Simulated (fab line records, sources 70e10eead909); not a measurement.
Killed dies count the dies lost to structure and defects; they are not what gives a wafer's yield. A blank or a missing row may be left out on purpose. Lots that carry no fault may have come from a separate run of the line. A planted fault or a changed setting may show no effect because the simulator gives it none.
fab line records :: flow nand_harc
[record]
  lots = 5
  wafers = 14
  last_day = 33
route steps=1302 shown A_ONON_D2@550 END@1302
lots with no fault: from the same line, run without faults
start_h: hours from the record's first day to the start of the lot's first wafer shown :: wait_h: hours elapsed since this lot's preceding step :: " same as the row above :: L1.1+2: a row that stands for several wafers :: - no value, or no start given :: * or withheld: withheld :: < > ~ a bound
route shown NAME@n: NAME is a module with steps in the file, n the number in the route of the first one :: usual: mean/standard deviation of fault-free wafers :: same: alike in all rows :: chamber/n: place in a boat :: sites: each site's reading :: _std_site: how widely they spread, as a standard deviation :: _edge_site: inner sites' mean taken away from outer sites' mean :: radius_mm: how far each site lies from the wafer's centre :: mask NAME#n: copy n :: behind: the last tool/chamber to shape the wafer :: hold: cause of the lot's hold/its duration in hours/its outcome :: device: whichever transistor did not switch (one of n, p or np) :: end of line: tests run on the same wafers once the route is complete :: where a step has no rows: the recipe by itself :: killed: not the wafer's yield, but the dies lost to structure and defects at the first sort :: map: the dies of a wafer, with x for killed, . for not killed, _ for no die there
set.NAME: setting as actually run; set.NAME@STEP: the setting as run at that earlier step :: model.NAME: the simulator's own value behind a step, which no gauge read
lots at selected steps of the route; one table per step, one row per wafer
services: the hour from which a tool's chamber was out of use, counted from the record's first day as start_h (under 0 if before that day), plus the number of hours and why
[[steps]]
[step NHARC_A_ONON_D2_THK_MEAS_08]
[recipe]
  thk_meas_gauge = ellipsometry
[usual]
  thk_nm = 1005/9.3
lot.wafer: L151.1
tool: film_metro-01
chamber: -
start_h: 352.12
wait_h: -
thk_nm: 991

lot.wafer: L151.2
tool: film_metro-01
chamber: -
start_h: 352.12
wait_h: -
thk_nm: 991

lot.wafer: L151.5
tool: film_metro-01
chamber: -
start_h: 352.12
wait_h: -
thk_nm: 991

lot.wafer: L160.1
tool: film_metro-02
chamber: -
start_h: 447.39
wait_h: -
thk_nm: 1014

lot.wafer: L160.6
tool: film_metro-02
chamber: -
start_h: 447.39
wait_h: -
thk_nm: 1015

lot.wafer: L164.1
tool: film_metro-01
chamber: -
start_h: 478.07
wait_h: -
thk_nm: 1005

lot.wafer: L164.3
tool: film_metro-01
chamber: -
start_h: 478.07
wait_h: -
thk_nm: 1007

lot.wafer: L164.6
tool: film_metro-01
chamber: -
start_h: 478.07
wait_h: -
thk_nm: 1005

lot.wafer: L165.1
tool: film_metro-02
chamber: -
start_h: 494.61
wait_h: -
thk_nm: 999

lot.wafer: L165.2
tool: film_metro-02
chamber: -
start_h: 494.61
wait_h: -
thk_nm: 1000

lot.wafer: L165.5
tool: film_metro-02
chamber: -
start_h: 494.61
wait_h: -
thk_nm: 1000

lot.wafer: L167.3
tool: film_metro-01
chamber: -
start_h: 508.59
wait_h: -
thk_nm: 1007

lot.wafer: L167.4
tool: film_metro-01
chamber: -
start_h: 508.59
wait_h: -
thk_nm: 1008

lot.wafer: L167.5
tool: film_metro-01
chamber: -
start_h: 508.59
wait_h: -
thk_nm: 1008
[step NHARC_A_ONON_D2_DEP_09]
[recipe]
  target_thk_a = 10000
  n2_flow_sccm = 2750
  n2o_flow_sccm = 2000
  nh3_flow_sccm = 500
  sih4_flow_sccm = 210
  temp_c = 400
[step NHARC_A_ONON_D2_THK_MEAS_11]
[recipe]
  thk_meas_gauge = ellipsometry
[usual]
  thk_nm = 999/8
lot.wafer: L151.1
tool: film_metro-02
chamber: -
start_h: 352.69
wait_h: -
thk_nm: 995

lot.wafer: L151.2
tool: film_metro-02
chamber: -
start_h: 352.69
wait_h: -
thk_nm: 996

lot.wafer: L151.5
tool: film_metro-02
chamber: -
start_h: 352.69
wait_h: -
thk_nm: 995

lot.wafer: L160.1
tool: film_metro-01
chamber: -
start_h: 447.96
wait_h: -
thk_nm: 1003

lot.wafer: L160.6
tool: film_metro-01
chamber: -
start_h: 447.96
wait_h: -
thk_nm: 1005

lot.wafer: L164.1
tool: film_metro-02
chamber: -
start_h: 478.64
wait_h: -
thk_nm: 996

lot.wafer: L164.3
tool: film_metro-02
chamber: -
start_h: 478.64
wait_h: -
thk_nm: 995

lot.wafer: L164.6
tool: film_metro-02
chamber: -
start_h: 478.64
wait_h: -
thk_nm: 996

lot.wafer: L165.1
tool: film_metro-02
chamber: -
start_h: 495.17
wait_h: -
thk_nm: 988

lot.wafer: L165.2
tool: film_metro-02
chamber: -
start_h: 495.17
wait_h: -
thk_nm: 987

lot.wafer: L165.5
tool: film_metro-02
chamber: -
start_h: 495.17
wait_h: -
thk_nm: 988

lot.wafer: L167.3
tool: film_metro-02
chamber: -
start_h: 509.15
wait_h: -
thk_nm: 1014

lot.wafer: L167.4
tool: film_metro-02
chamber: -
start_h: 509.15
wait_h: -
thk_nm: 1012

lot.wafer: L167.5
tool: film_metro-02
chamber: -
start_h: 509.15
wait_h: -
thk_nm: 1013
[step NHARC_A_ONON_D2_DEP_12]
[recipe]
  target_thk_a = 10000
  n2_flow_sccm = 2750
  n2o_flow_sccm = 2000
  nh3_flow_sccm = 500
  sih4_flow_sccm = 210
  temp_c = 400
[step NHARC_A_ONON_D2_THK_MEAS_14]
[recipe]
  thk_meas_gauge = ellipsometry
[usual]
  thk_nm = 996/11
lot.wafer: L151.1
tool: film_metro-02
chamber: -
start_h: 353.25
wait_h: -
thk_nm: 1023

lot.wafer: L151.2
tool: film_metro-02
chamber: -
start_h: 353.25
wait_h: -
thk_nm: 1021

lot.wafer: L151.5
tool: film_metro-02
chamber: -
start_h: 353.25
wait_h: -
thk_nm: 1021

lot.wafer: L160.1
tool: film_metro-02
chamber: -
start_h: 448.52
wait_h: -
thk_nm: 977

lot.wafer: L160.6
tool: film_metro-02
chamber: -
start_h: 448.52
wait_h: -
thk_nm: 976

lot.wafer: L164.1
tool: film_metro-02
chamber: -
start_h: 479.21
wait_h: -
thk_nm: 982

lot.wafer: L164.3
tool: film_metro-02
chamber: -
start_h: 479.21
wait_h: -
thk_nm: 983

lot.wafer: L164.6
tool: film_metro-02
chamber: -
start_h: 479.21
wait_h: -
thk_nm: 982

lot.wafer: L165.1
tool: film_metro-02
chamber: -
start_h: 495.74
wait_h: -
thk_nm: 1000

lot.wafer: L165.2
tool: film_metro-02
chamber: -
start_h: 495.74
wait_h: -
thk_nm: 1001

lot.wafer: L165.5
tool: film_metro-02
chamber: -
start_h: 495.74
wait_h: -
thk_nm: 1002

lot.wafer: L167.3
tool: film_metro-02
chamber: -
start_h: 509.72
wait_h: -
thk_nm: 1006

lot.wafer: L167.4
tool: film_metro-02
chamber: -
start_h: 509.72
wait_h: -
thk_nm: 1006

lot.wafer: L167.5
tool: film_metro-02
chamber: -
start_h: 509.72
wait_h: -
thk_nm: 1007
[step NHARC_A_ONON_D2_ANNEAL_15]
[recipe]
  temp_c = 750
  time_s = 3600
[step NHARC_A_ONON_D2_DEP_16]
[recipe]
  target_thk_a = 10000
  n2_flow_sccm = 2750
  n2o_flow_sccm = 2000
  nh3_flow_sccm = 500
  sih4_flow_sccm = 210
  temp_c = 400
[step NHARC_A_ONON_D2_THK_MEAS_18]
[recipe]
  thk_meas_gauge = ellipsometry
[usual]
  thk_nm = 1000/11
lot.wafer: L151.1
tool: film_metro-02
chamber: -
start_h: 360.63
wait_h: -
thk_nm: 1003

lot.wafer: L151.2
tool: film_metro-02
chamber: -
start_h: 360.63
wait_h: -
thk_nm: 1002

lot.wafer: L151.5
tool: film_metro-02
chamber: -
start_h: 360.63
wait_h: -
thk_nm: 1003

lot.wafer: L160.1
tool: film_metro-02
chamber: -
start_h: 456.00
wait_h: -
thk_nm: 984

lot.wafer: L160.6
tool: film_metro-02
chamber: -
start_h: 456.00
wait_h: -
thk_nm: 985

lot.wafer: L164.1
tool: film_metro-01
chamber: -
start_h: 486.93
wait_h: -
thk_nm: 1000

lot.wafer: L164.3
tool: film_metro-01
chamber: -
start_h: 486.93
wait_h: -
thk_nm: 1001

lot.wafer: L164.6
tool: film_metro-01
chamber: -
start_h: 486.93
wait_h: -
thk_nm: 1002

lot.wafer: L165.1
tool: film_metro-02
chamber: -
start_h: 505.59
wait_h: -
thk_nm: 995

lot.wafer: L165.2
tool: film_metro-02
chamber: -
start_h: 505.59
wait_h: -
thk_nm: 995

lot.wafer: L165.5
tool: film_metro-02
chamber: -
start_h: 505.59
wait_h: -
thk_nm: 995

lot.wafer: L167.3
tool: film_metro-02
chamber: -
start_h: 517.10
wait_h: -
thk_nm: 1009

lot.wafer: L167.4
tool: film_metro-02
chamber: -
start_h: 517.10
wait_h: -
thk_nm: 1008

lot.wafer: L167.5
tool: film_metro-02
chamber: -
start_h: 517.10
wait_h: -
thk_nm: 1011
[step NHARC_A_ONON_D2_DEP_19]
[recipe]
  target_thk_a = 10000
  n2_flow_sccm = 2750
  n2o_flow_sccm = 2000
  nh3_flow_sccm = 500
  sih4_flow_sccm = 210
  temp_c = 400
[step NHARC_A_ONON_D2_THK_MEAS_21]
[recipe]
  thk_meas_gauge = ellipsometry
[usual]
  thk_nm = 998/8.3
lot.wafer: L151.1
tool: film_metro-01
chamber: -
start_h: 361.20
wait_h: -
thk_nm: 1000

lot.wafer: L151.2
tool: film_metro-01
chamber: -
start_h: 361.20
wait_h: -
thk_nm: 1001

lot.wafer: L151.5
tool: film_metro-01
chamber: -
start_h: 361.20
wait_h: -
thk_nm: 999

lot.wafer: L160.1
tool: film_metro-02
chamber: -
start_h: 456.69
wait_h: -
thk_nm: 997

lot.wafer: L160.6
tool: film_metro-02
chamber: -
start_h: 456.69
wait_h: -
thk_nm: 997

lot.wafer: L164.1
tool: film_metro-02
chamber: -
start_h: 487.50
wait_h: -
thk_nm: 1003

lot.wafer: L164.3
tool: film_metro-02
chamber: -
start_h: 487.50
wait_h: -
thk_nm: 1003

lot.wafer: L164.6
tool: film_metro-02
chamber: -
start_h: 487.50
wait_h: -
thk_nm: 1003

lot.wafer: L165.1
tool: film_metro-02
chamber: -
start_h: 506.16
wait_h: -
thk_nm: 977

lot.wafer: L165.2
tool: film_metro-02
chamber: -
start_h: 506.16
wait_h: -
thk_nm: 977

lot.wafer: L165.5
tool: film_metro-02
chamber: -
start_h: 506.16
wait_h: -
thk_nm: 977

lot.wafer: L167.3
tool: film_metro-01
chamber: -
start_h: 517.67
wait_h: -
thk_nm: 1013

lot.wafer: L167.4
tool: film_metro-01
chamber: -
start_h: 517.67
wait_h: -
thk_nm: 1012

lot.wafer: L167.5
tool: film_metro-01
chamber: -
start_h: 517.67
wait_h: -
thk_nm: 1012
[step NHARC_A_ONON_D2_DEP_22]
[recipe]
  target_thk_a = 10000
  n2_flow_sccm = 2750
  n2o_flow_sccm = 2000
  nh3_flow_sccm = 500
  sih4_flow_sccm = 210
  temp_c = 400
[step NHARC_A_ONON_D2_THK_MEAS_24]
[recipe]
  thk_meas_gauge = ellipsometry
[usual]
  thk_nm = 1002/9.4
lot.wafer: L151.1
tool: film_metro-01
chamber: -
start_h: 361.76
wait_h: -
thk_nm: 1009

lot.wafer: L151.2
tool: film_metro-01
chamber: -
start_h: 361.76
wait_h: -
thk_nm: 1008

lot.wafer: L151.5
tool: film_metro-01
chamber: -
start_h: 361.76
wait_h: -
thk_nm: 1010

lot.wafer: L160.1
tool: film_metro-01
chamber: -
start_h: 457.40
wait_h: -
thk_nm: 1008

lot.wafer: L160.6
tool: film_metro-01
chamber: -
start_h: 457.40
wait_h: -
thk_nm: 1008

lot.wafer: L164.1
tool: film_metro-02
chamber: -
start_h: 488.07
wait_h: -
thk_nm: 1007

lot.wafer: L164.3
tool: film_metro-02
chamber: -
start_h: 488.07
wait_h: -
thk_nm: 1005

lot.wafer: L164.6
tool: film_metro-02
chamber: -
start_h: 488.07
wait_h: -
thk_nm: 1008

lot.wafer: L165.1
tool: film_metro-01
chamber: -
start_h: 506.72
wait_h: -
thk_nm: 1004

lot.wafer: L165.2
tool: film_metro-01
chamber: -
start_h: 506.72
wait_h: -
thk_nm: 1001

lot.wafer: L165.5
tool: film_metro-01
chamber: -
start_h: 506.72
wait_h: -
thk_nm: 1002

lot.wafer: L167.3
tool: film_metro-02
chamber: -
start_h: 518.23
wait_h: -
thk_nm: 982

lot.wafer: L167.4
tool: film_metro-02
chamber: -
start_h: 518.23
wait_h: -
thk_nm: 982

lot.wafer: L167.5
tool: film_metro-02
chamber: -
start_h: 518.23
wait_h: -
thk_nm: 981
[step NHARC_A_ONON_D2_DEP_25]
[recipe]
  target_thk_a = 10000
  n2_flow_sccm = 2750
  n2o_flow_sccm = 2000
  nh3_flow_sccm = 500
  sih4_flow_sccm = 210
  temp_c = 400
lot.wafer: L151.1+2+5
tool: pecvd_onon-03
chamber: 0
start_h: 361.82
wait_h: 0.1

lot.wafer: L160.1+6
tool: pecvd_onon-04
chamber: 0
start_h: 457.59
wait_h: 0.2

lot.wafer: L164.1+3+6
tool: pecvd_onon-01
chamber: 0
start_h: 488.12
wait_h: 0.1

lot.wafer: L165.1+2+5
tool: pecvd_onon-01
chamber: 0
start_h: 506.78
wait_h: 0.1

lot.wafer: L167.3+4+5
tool: pecvd_onon-04
chamber: 0
start_h: 518.42
wait_h: 0.2
[step NHARC_A_ONON_D2_THK_MEAS_27]
[recipe]
  thk_meas_gauge = ellipsometry
[usual]
  thk_nm = 999/8.9
lot.wafer: L151.1
tool: film_metro-02
chamber: -
start_h: 362.32
wait_h: -
thk_nm: 993

lot.wafer: L151.2
tool: film_metro-02
chamber: -
start_h: 362.32
wait_h: -
thk_nm: 992

lot.wafer: L151.5
tool: film_metro-02
chamber: -
start_h: 362.32
wait_h: -
thk_nm: 994

lot.wafer: L160.1
tool: film_metro-01
chamber: -
start_h: 458.10
wait_h: -
thk_nm: 1009

lot.wafer: L160.6
tool: film_metro-01
chamber: -
start_h: 458.10
wait_h: -
thk_nm: 1654

lot.wafer: L164.1
tool: film_metro-02
chamber: -
start_h: 488.63
wait_h: -
thk_nm: 987

lot.wafer: L164.3
tool: film_metro-02
chamber: -
start_h: 488.63
wait_h: -
thk_nm: 986

lot.wafer: L164.6
tool: film_metro-02
chamber: -
start_h: 488.63
wait_h: -
thk_nm: 987

lot.wafer: L165.1
tool: film_metro-02
chamber: -
start_h: 507.29
wait_h: -
thk_nm: 1004

lot.wafer: L165.2
tool: film_metro-02
chamber: -
start_h: 507.29
wait_h: -
thk_nm: 1005

lot.wafer: L165.5
tool: film_metro-02
chamber: -
start_h: 507.29
wait_h: -
thk_nm: 1005

lot.wafer: L167.3
tool: film_metro-02
chamber: -
start_h: 518.81
wait_h: -
thk_nm: 1003

lot.wafer: L167.4
tool: film_metro-02
chamber: -
start_h: 518.81
wait_h: -
thk_nm: 1005

lot.wafer: L167.5
tool: film_metro-02
chamber: -
start_h: 518.81
wait_h: -
thk_nm: 1003
[step NHARC_A_ONON_D2_DEP_28]
[recipe]
  target_thk_a = 10000
  n2_flow_sccm = 2750
  n2o_flow_sccm = 2000
  nh3_flow_sccm = 500
  sih4_flow_sccm = 210
  temp_c = 400
[step NHARC_END_SORT_01]
[recipe]
  temp_c = 25
[usual]
  killed_at_array = 59/16
  killed_at_other = 0.8/1.1
  killed_at_periphery = 3.6/2.4
  killed_dies = 64/16
  killed_open = 3.4/1.8
  killed_short = 2.5/1.6
[same]
  gross_dies = 677
lot.wafer: L160.6
tool: prober-01
chamber: 0
start_h: 737.77
wait_h: 4.1
killed_at_array: 673
killed_at_other: 1
killed_at_periphery: 3
killed_dies: 677
killed_open: 3
killed_short: 3
// killed by level:class
L160.6 A_ONON_D2:area_dep=608 A_SLIT:chamber_film_flake=29 A_CHANNEL_HOLE_D2:chamber_film_flake=17 A_CHANNEL_HOLE_D1:chamber_film_flake=5 A_CHANNEL_FILL_D2:chamber_film_flake=3 A_STAIRCASE:chamber_film_flake=3 A_CONTACT:chamber_film_flake=3 A_M0:geometric_particle:short=2
// map L160.6 (x killed, . not)
____________x____________
_________xxxxxxx_________
_______xxxxxxxxxxx_______
______xxxxxxxxxxxxx______
_____xxxxxxxxxxxxxxx_____
____xxxxxxxxxxxxxxxxx____
____xxxxxxxxxxxxxxxxx____
___xxxxxxxxxxxxxxxxxxx___
___xxxxxxxxxxxxxxxxxxx___
__xxxxxxxxxxxxxxxxxxxxx__
__xxxxxxxxxxxxxxxxxxxxx__
_xxxxxxxxxxxxxxxxxxxxxxx_
_xxxxxxxxxxxxxxxxxxxxxxx_
_xxxxxxxxxxxxxxxxxxxxxxx_
_xxxxxxxxxxxxxxxxxxxxxxx_
_xxxxxxxxxxxxxxxxxxxxxxx_
xxxxxxxxxxxxxxxxxxxxxxxxx
xxxxxxxxxxxxxxxxxxxxxxxxx
xxxxxxxxxxxxxxxxxxxxxxxxx
xxxxxxxxxxxxxxxxxxxxxxxxx
xxxxxxxxxxxxxxxxxxxxxxxxx
_xxxxxxxxxxxxxxxxxxxxxxx_
_xxxxxxxxxxxxxxxxxxxxxxx_
_xxxxxxxxxxxxxxxxxxxxxxx_
_xxxxxxxxxxxxxxxxxxxxxxx_
_xxxxxxxxxxxxxxxxxxxxxxx_
__xxxxxxxxxxxxxxxxxxxxx__
__xxxxxxxxxxxxxxxxxxxxx__
___xxxxxxxxxxxxxxxxxxx___
___xxxxxxxxxxxxxxxxxxx___
____xxxxxxxxxxxxxxxxx____
____xxxxxxxxxxxxxxxxx____
_____xxxxxxxxxxxxxxx_____
______xxxxxxxxxxxxx______
_______xxxxxxxxxxx_______
_________xxxxxxx_________
____________x____________
// map L167.4 (x killed, . not)
____________.____________
_________...x.x._________
_______..........._______
______.............______
_____.......x......._____
____.................____
____.............x...____
___...................___
___...................___
__............x........__
__..x..................__
_......x................_
_.......x..............._
_.............x........._
_..............x....x..._
_......................._
..............x........x.
....................x....
......................x..
.......x...............xx
.......................x.
_...................x..._
_.......xx.............x_
_........x.x............_
_x.......x...x.........._
_.........x............._
__..........x..........__
__.....................__
___..........x........___
___...................___
____.................____
____.................____
_____.....x........._____
______.............______
_______..........._______
_________......._________
____________.____________
[[services]]
tool: pecvd_onon-03
chamber: -
start_h: 408.00
hours: 13.0
kind: pm

tool: pecvd_onon-01
chamber: -
start_h: 450.76
hours: 13.0
kind: pm

tool: pecvd_onon-03
chamber: -
start_h: 454.56
hours: 5.3
kind: repair

tool: pecvd_onon-04
chamber: -
start_h: 492.41
hours: 13.0
kind: pm
[[key]]
[first_sign]
  step = NHARC_A_ONON_D2_THK_MEAS_27
  reading = thk_nm
  direction = up
  sigmas = 73
  usual = 999
  struck = 1654
[effect]
  step = NHARC_END_SORT_01
  reading = killed_dies
  direction = up
  sigmas = 39
  usual = 64
  struck = 677
[more_kills_born_at]
  NHARC_A_ONON_D2_DEP_25@pecvd_onon-04 = 608
met_at NHARC_A_ONON_D2_DEP_25
struck_wafers L160.6
later_rows_left_out L160.6
tester_left_out L160
[fault]
  kind = process_parameter_drift
  tool = pecvd_onon-04
  chamber = -
  onset_h = 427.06
  steps = NHARC_A_ONON_D2_DEP_25
  channel = target_thk_a
  offset = *
  shape = step
  end_h = 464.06
  scope = struck_wafers_only
  acts_in = *
  stated = *
// tester_left_out: of these lots the tester's yield and bins aren't shown, on N5 and GAA mostly nor the transistor test; their killed dies are dies lost to structure and defects alone, not to doping, threshold or leakage, so they don't give the yield
// later_rows_left_out: the simulator's readings of these wafers behind a module that went badly wrong aren't trusted and aren't shown, but for the sort
